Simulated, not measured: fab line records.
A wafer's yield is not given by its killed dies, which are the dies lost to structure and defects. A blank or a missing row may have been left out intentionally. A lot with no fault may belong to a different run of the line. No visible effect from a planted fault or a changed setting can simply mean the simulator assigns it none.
Lot-split experiment | flow n5-finfet | route with 1938 steps; 7 lots, 21 wafers read

== SPLIT DETAILS ==
At N5_BEOL_M15_COAT_22 (resist thk 800 nm), the setting spin-rpm was moved away from the recipe's 1704 rpm on 6 of the 21 wafers read, by -6.8% to +6.5%. All remaining wafers had this setting at the recipe value.

== FROM THE SPLIT TO THE READING: what the file shows between them, 4 steps ==
- N5_BEOL_M15_DEVELOP_27: develop time 45 s (also split here: develop-time-s)
- N5_BEOL_M15_HARDBAKE_32: time 120 s
- N5_BEOL_M15_DESCUM_33: chemistry O2, time 7.9 s
- N5_BEOL_M15_ETCH_61: etches BARC in N2/H2, target depth 89 nm, overetch 26.7 nm, time 67.9 s

== THE READING ==
coat_of_BEOL_M15_COAT_22.thk-nm (the simulator's own value, which no gauge read), in nm, at N5_BEOL_M15_TRENCH_ETCH_34 (etches SiO2 in C4F8/O2/Ar, target depth 872.93 nm, time 199 s). The file gives no usual value for it. Average 548.1 nm, standard deviation 4.1 nm, over the 15 wafers here run with the recipe.

wafer  | tool, chamber at the split | spin-rpm as run, rpm | against the recipe | coat_of_BEOL_M15_COAT_22.thk-nm, nm | against lot-mates on the recipe
L075.1 | litho-track-03, 0          | 1588                 | -6.8%              | 575.2                               | no lot-mate on the recipe
L075.3 | litho-track-03, 0          | 1588                 | -6.8%              | 572.6                               | no lot-mate on the recipe
L075.4 | litho-track-03, 0          | 1588                 | -6.8%              | 581.8                               | no lot-mate on the recipe
L078.2 | litho-track-05, 0          | 1704                 | recipe             | 548                                 | -
L078.4 | litho-track-05, 0          | 1704                 | recipe             | 552.6                               | -
L078.5 | litho-track-05, 0          | 1704                 | recipe             | 548.2                               | -
L077.2 | litho-track-05, 0          | 1704                 | recipe             | 551.6                               | -
L077.3 | litho-track-05, 0          | 1704                 | recipe             | 554                                 | -
L077.4 | litho-track-05, 0          | 1704                 | recipe             | 544.6                               | -
L081.3 | litho-track-05, 0          | 1704                 | recipe             | 546.4                               | -
L081.4 | litho-track-05, 0          | 1704                 | recipe             | 548.4                               | -
L081.6 | litho-track-05, 0          | 1704                 | recipe             | 544.6                               | -
L079.3 | litho-track-02, 0          | 1814                 | +6.5%              | 518.6                               | -29.0
L079.4 | litho-track-02, 0          | 1704                 | recipe             | 547.6                               | -
L079.6 | litho-track-02, 0          | 1814                 | +6.5%              | 519                                 | -28.6
L082.2 | litho-track-02, 0          | 1704                 | recipe             | 552.2                               | -
L082.4 | litho-track-02, 0          | 1704                 | recipe             | 548                                 | -
L082.5 | litho-track-02, 0          | 1704                 | recipe             | 552.4                               | -
L088.3 | litho-track-05, 0          | 1625                 | -4.6%              | 569.8                               | +28.3
L088.5 | litho-track-05, 0          | 1704                 | recipe             | 537                                 | -
L088.6 | litho-track-05, 0          | 1704                 | recipe             | 546                                 | -

FIT RESULTS
A straight line over all 21 wafers: coat_of_BEOL_M15_COAT_22.thk-nm changes by -4.36 nm for each +1% of spin-rpm; r = -0.97; the points scatter about the line by 4 nm.
The same after taking each lot's own level away (the mean of its wafers on the recipe; 18 wafers): -4.85 nm for each +1%; r = -0.97; scatter 3.2 nm.
Per that fit: largest spin-rpm move, reading shift of 33 nm.
Across the lots, their own levels run from 541.50 to 550.87 nm, a range of 2.3 times the standard deviation given above.
So the lot-to-lot level changes the slope: the two fits differ.
Check: for one of the wafers moved furthest among these (+6.5%), held out of the fit, the line's prediction against its lot-mates is -31.9 nm. Against them it came out at -29 nm.

== ADDITIONAL SPLITS CARRIED BY THESE WAFERS ==
These wafers also went through other splits before the reading. Each is held against what the fit with the lots' levels taken away leaves over:
other split on the same wafers        | wafers away from the commonest value | r with coat_of_BEOL_M15_COAT_22.thk-nm (lot level and that fit taken away)
N5_BEOL_M11_COAT_22 spin-rpm          | 6                                    | +0.32
N5_BEOL_M13_ILD_DEP_00 time-s         | 6                                    | -0.02
N5_BEOL_M13_COAT_04 spin-rpm          | 7                                    | -0.11
N5_BEOL_M13_SPUTTER_43 time-s         | 9                                    | +0.46
N5_BEOL_M13_CMP_49 down-force-psi     | 4                                    | +0.21
N5_BEOL_M14_SPUTTER_44 time-s         | 7                                    | -0.22
N5_BEOL_M14_DEP_53 time-s             | 5                                    | -0.10
N5_BEOL_M15_DEVELOP_27 develop-time-s | 8                                    | -0.35

== THE WHOLE CHAIN: every reading that the file lists as answering this split, in the file's order ==
step                       | what it does                                                            | reading                                                                          | change (the file's fit)              | r (the file's)
N5_BEOL_M15_COAT_22        | resist thk 800 nm                                                       | coat_of_BEOL_M15_COAT_22.thk-nm (the simulator's own value, which no gauge read) | -4.18 nm for each +1% of the setting | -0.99
N5_BEOL_M15_ETCH_61        | etches BARC in N2/H2, target depth 89 nm, overetch 26.7 nm, time 67.9 s | coat_of_BEOL_M15_COAT_22.thk-nm (the simulator's own value, which no gauge read) | -4.55 nm for each +1% of the setting | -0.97
N5_BEOL_M15_TRENCH_ETCH_34 | etches SiO2 in C4F8/O2/Ar, target depth 872.93 nm, time 199 s           | coat_of_BEOL_M15_COAT_22.thk-nm (the simulator's own value, which no gauge read) | -5.02 nm for each +1% of the setting | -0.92

== THE FILE'S OWN FIT ==
coat_of_BEOL_M15_COAT_22.thk-nm changes by -5.02 nm for each +1% of spin-rpm, r = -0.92.
